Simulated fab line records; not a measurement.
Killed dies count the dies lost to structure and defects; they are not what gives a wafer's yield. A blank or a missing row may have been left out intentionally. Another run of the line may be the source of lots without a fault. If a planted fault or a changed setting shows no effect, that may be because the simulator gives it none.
Chamber matching ; flow n5 finfet ; pecvd-02 running N5_BEOL_M0_SAQP_HM_DEP_111: 3 sister chambers
The step deposits SiO2 from SiH4/N2O, target thk 12 nm, time 7.2 s. 18 wafers are shown with their chamber, then 9 later ones without.

WAFERS WITH THEIR CHAMBER
wafer;chamber;showerhead plenum p Torr (Torr);heater power w (W);rf fwd power W (W)
L074.3;0;8.08;691;272.8
L074.4;2;8.32;823;272.9
L074.6;1;7.91;621;272.7
L076.3;0;8.11;642;272.5
L076.5;1;7.92;598;273.1
L076.6;2;8.32;777;274.1
L077.1;0;8.10;717;273.5
L077.2;1;7.92;585;272.3
L077.6;2;8.33;696;275.3
L079.2;1;7.91;554;271.6
L079.3;2;8.32;713;273.2
L079.6;2;8.33;715;274.3
L080.1;1;7.92;574;273.6
L080.2;0;8.08;620;272.9
L080.3;2;8.31;772;273.4
L083.3;2;8.30;701;273.7
L083.4;1;7.94;660;273.8
L083.6;2;8.31;699;274.3

SIGNATURES (averages over the wafers above)
reading;chamber 0;chamber 1;chamber 2;scatter within a chamber
showerhead plenum p Torr;8.0925;7.9200;8.3175;0.0116
heater power w;667.50;598.67;737.00;43.7
rf fwd power W;272.925;272.850;273.900;0.732
Rule: distance of a wafer from a chamber = root of the sum over the readings of ((wafer's reading minus chamber's mean) / reading's scatter) squared. The wafer belongs to the nearest chamber; if the next one is less than 2 further off, it can't be placed. How the scatter is found: for the shown wafers, subtract from each reading the mean of its chamber, square and add these, divide the total by (wafers less chambers), then take the root.

WAFERS WHOSE CHAMBER IS MISSING
wafer;showerhead plenum p Torr (Torr);heater power w (W);rf fwd power W (W)
L085.2;8.32;812;273.6
L085.3;7.93;585;272.4
L085.4;7.92;559;272.3
L089.3;8.10;666;273.8
L089.4;8.10;661;273.5
L089.6;8.31;762;273.4
L093.2;8.32;694;273.6
L093.4;7.93;605;271.0
L093.5;8.08;635;273.5

EACH ONE'S CHAMBER
wafer;from the rows above;in truth
L085.2;2;2
L085.3;1;1
L085.4;1;1
L089.3;0;0
L089.4;0;0
L089.6;2;2
L093.2;2;2
L093.4;1;1
L093.5;0;0
Correct placement for 9 of the 9. Not placeable from these rows: 0. 0 placed wrongly.
